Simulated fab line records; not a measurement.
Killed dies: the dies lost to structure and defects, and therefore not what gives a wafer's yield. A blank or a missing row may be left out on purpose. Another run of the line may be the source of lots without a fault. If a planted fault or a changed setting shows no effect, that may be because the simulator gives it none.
A lot that was struck, set against a sound lot    flow nandHarc    14 steps out of a route of 1302
Sound: wafers L688.1, L688.3, L688.4. Struck: wafers L689.1, L689.4, L689.5. The cause is named last.
Each step with rows lists, per side, the tool, then ch with its chambers, then its first start. Under that, the readings that differ: sound wafers    struck wafers    difference of the means    sigmas: that difference in standard deviations of wafers without a fault.
alike: words and numbers the same on both sides, and readings whose means are apart by under 2 such deviations; not compared: readings that were withheld, readings missing a value for some wafer, numbers with overlapping values and no deviation given by the record, and bounds like >300 which may hide the same value.
Wherever a step has rows on one side only, a row that says differs or no value, or a row with sigmas, the two part there. Numbers that have no deviation but don't overlap get no sigmas and don't part them. Lack of a reading on every wafer of one side parts them only where that side has two or more wafers.

first, 1 step without rows for these wafers: NHARC_A_CONTACT_STRIP_27 (strips in post etch residue remover, time 600 s).
NHARC_A_CONTACT_ALD_18: deposits TiN, target thk 3 nm, pulse time 1 s, ald cycles 150.
  sound on aldMetal-03 ch 0,1,2, day 23 00:36; struck on aldMetal-02 ch 0,1,2, day 23 16:59
  alike: heaterPowerW, precursorPulseHeightRel, susceptorTempC
NHARC_A_CONTACT_CVD_19: deposits W, target thk 300 nm, time 802 s.
  sound on cvdW-01 ch 0,1; struck on cvdW-02 ch 0,1
  alike: heaterPowerW, susceptorTempC, throttleValvePct
NHARC_A_CONTACT_CMP_20: polishes, t overpolish 30 s, target thk 300 nm.
  sound on cmp-01 ch 0,1,2, day 23 01:41; struck on cmp-03 ch 0,1,2, day 23 18:05
  alike: motorCurrentA, overpolishRunS, timeToEndpointS
next, for these wafers, 1 step has no rows: NHARC_A_CONTACT_SRD_22.
NHARC_A_CONTACT_INSPECT_23:
  sound on defectInspect-01 at day 23 02:05; struck on defectInspect-02 at day 23 18:27
  alike: rawDefectCount
then, 5 steps without rows for these wafers: NHARC_A_BLC_DEHYDRATE_00 (time 120 s); NHARC_A_BLC_HMDS_01 (time 30 s); NHARC_A_BLC_COAT_02 (time 75 s); NHARC_A_BLC_COAT_03 (time 65 s); NHARC_A_BLC_COAT_04 (resist thk 90 nm).
NHARC_A_BLC_SOFTBAKE_05: time 55 s.
  sound on lithoTrack-01 ch 0, day 23 02:00; struck on lithoTrack-01 ch 0, day 23 18:00
reading                sound                 struck                difference  sigmas
heaterPowerTotalW (W)  188.36 188.31 188.51  186.06 186.14 186.25  -2.24       -16
  alike: resistLineTempC
then, 2 steps without rows for these wafers: NHARC_A_BLC_EBR_06; NHARC_END_SORT_01.

== WHERE THEY PART ==
Within this record, at NHARC_A_BLC_SOFTBAKE_05 only.

WHY: what had been put in by the simulator
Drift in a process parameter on lithoTrack-01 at NHARC_A_BLC_SOFTBAKE_05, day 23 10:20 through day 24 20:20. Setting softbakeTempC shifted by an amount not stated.
